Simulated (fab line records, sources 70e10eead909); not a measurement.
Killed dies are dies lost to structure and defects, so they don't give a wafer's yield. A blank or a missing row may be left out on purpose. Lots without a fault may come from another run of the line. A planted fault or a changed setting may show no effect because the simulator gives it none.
Chamber matching | flow nand_harc | NHARC_A_BLC_STRIP_29 on rie_diel-07: 4 sister chambers
The step strips in CF4. 14 wafers are shown with their chamber, then 7 later ones without.

WAFERS WITH THEIR CHAMBER
wafer  | chamber | showerhead_plenum_p_Torr (Torr) | oes_product_au (a.u.) | throttle_valve_pct (%)
L074.2 | 2       | 1.77                            | 1.005                 | 13.274
L074.5 | 0       | 1.73                            | 1.005                 | 13.271
L074.6 | 3       | 1.77                            | 1.008                 | 13.279
L076.1 | 2       | 1.77                            | 0.999                 | 13.266
L076.3 | 0       | 1.73                            | 1.015                 | 13.278
L076.5 | 3       | 1.76                            | 0.999                 | 13.287
L079.1 | 2       | 1.77                            | 0.996                 | 13.274
L079.3 | 3       | 1.76                            | 1.004                 | 13.276
L079.5 | 0       | 1.73                            | 1.006                 | 13.281
L083.2 | 3       | 1.76                            | 1.000                 | 13.267
L083.3 | 1       | 1.65                            | 0.984                 | 13.294
L083.5 | 0       | 1.73                            | 1.013                 | 13.293
L084.4 | 1       | 1.65                            | 0.994                 | 13.281
L084.5 | 0       | 1.73                            | 1.009                 | 13.294

SIGNATURES (means of the wafers above)
reading                  | chamber 0 | chamber 1 | chamber 2 | chamber 3 | scatter within a chamber
showerhead_plenum_p_Torr | 1.7300    | 1.6500    | 1.7700    | 1.7625    | 0.00274
oes_product_au           | 1.00960   | 0.98900   | 1.00000   | 1.00275   | 0.00467
throttle_valve_pct       | 13.28340  | 13.28750  | 13.27133  | 13.27725  | 0.00852
Rule: a wafer's distance from a chamber is the root of the sum, over the readings, of the square of ((its reading less the chamber's mean) divided by the reading's scatter). The wafer belongs to the nearest chamber; if the next one is less than 2 further off, it can't be placed. The scatter: the root of (the sum of the squares of (reading less its chamber's mean) over the shown wafers, divided by (wafers less chambers)).

WAFERS WITHOUT THEIR CHAMBER
wafer  | showerhead_plenum_p_Torr (Torr) | oes_product_au (a.u.) | throttle_valve_pct (%)
L084.6 | 1.65                            | 0.987                 | 13.285
L088.1 | 1.65                            | 0.996                 | 13.268
L088.2 | 1.77                            | 1.009                 | 13.273
L088.3 | 1.76                            | 1.005                 | 13.274
L093.1 | 1.73                            | 1.017                 | 13.280
L093.3 | 1.65                            | 1.013                 | 13.280
L093.4 | 1.77                            | 1.011                 | 13.286

WHICH CHAMBER EACH WENT THROUGH
wafer  | from the rows above     | in truth
L084.6 | 1                       | 1
L088.1 | 1                       | 1
L088.2 | can't be placed: 2 or 3 | 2
L088.3 | 3                       | 3
L093.1 | 0                       | 0
L093.3 | 1                       | 1
L093.4 | can't be placed: 2 or 3 | 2
Placed correctly: 5 of 7. Can't be placed from these rows: 2 (the true chamber is among the candidates in 2). Placed wrongly: 0.
